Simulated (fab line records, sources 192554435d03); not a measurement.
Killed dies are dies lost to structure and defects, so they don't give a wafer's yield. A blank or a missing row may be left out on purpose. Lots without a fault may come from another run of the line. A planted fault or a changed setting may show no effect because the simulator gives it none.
Chamber matching | flow n5_finfet | N5_BEOL_M3_ALD_84 on ald_metal-01: 4 sister chambers
The step deposits TaN, pulse time 2 s, purge time 3 s, co reactant purge time 2 s. 22 wafers are shown with their chamber, then 11 later ones without.

WAFERS WITH THEIR CHAMBER
wafer  | chamber | heater_power_w (W)
L076.1 | 2       | 366
L076.3 | 1       | 375
L076.5 | 3       | 382
L077.1 | 1       | 377
L077.3 | 2       | 367
L077.6 | 3       | 376
L078.1 | 2       | 364
L078.3 | 1       | 372
L078.6 | 0       | 396
L081.2 | 3       | 372
L081.3 | 0       | 390
L081.5 | 2       | 364
L082.1 | 0       | 400
L082.2 | 3       | 379
L082.3 | 1       | 371
L083.2 | 1       | 375
L083.4 | 0       | 394
L083.5 | 3       | 388
L085.3 | 1       | 373
L085.4 | 0       | 398
L085.6 | 0       | 396
L086.1 | 0       | 402

SIGNATURES (means of the wafers above)
reading        | chamber 0 | chamber 1 | chamber 2 | chamber 3 | scatter within a chamber
heater_power_w | 396.57    | 373.83    | 365.25    | 379.40    | 3.89
Rule: a wafer's distance from a chamber is the root of the sum, over the readings, of the square of ((its reading less the chamber's mean) divided by the reading's scatter). The wafer belongs to the nearest chamber; if the next one is less than 2 further off, it can't be placed. The scatter: the root of (the sum of the squares of (reading less its chamber's mean) over the shown wafers, divided by (wafers less chambers)).

WAFERS WITHOUT THEIR CHAMBER
wafer  | heater_power_w (W)
L086.3 | 388
L086.4 | 372
L089.4 | 363
L089.5 | 358
L089.6 | 381
L092.2 | 350
L092.5 | 363
L092.6 | 395
L097.2 | 365
L097.5 | 385
L097.6 | 378

WHICH CHAMBER EACH WENT THROUGH
wafer  | from the rows above          | in truth
L086.3 | can't be placed: 0 or 3 or 1 | 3
L086.4 | can't be placed: 1 or 2 or 3 | 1
L089.4 | 2                            | 2
L089.5 | 2                            | 2
L089.6 | can't be placed: 3 or 1      | 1
L092.2 | 2                            | 2
L092.5 | 2                            | 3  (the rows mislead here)
L092.6 | 0                            | 0
L097.2 | 2                            | 2
L097.5 | can't be placed: 3 or 1 or 0 | 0
L097.6 | can't be placed: 3 or 1      | 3
Placed correctly: 5 of 11. Can't be placed from these rows: 5 (the true chamber is among the candidates in 5). Placed wrongly: 1.
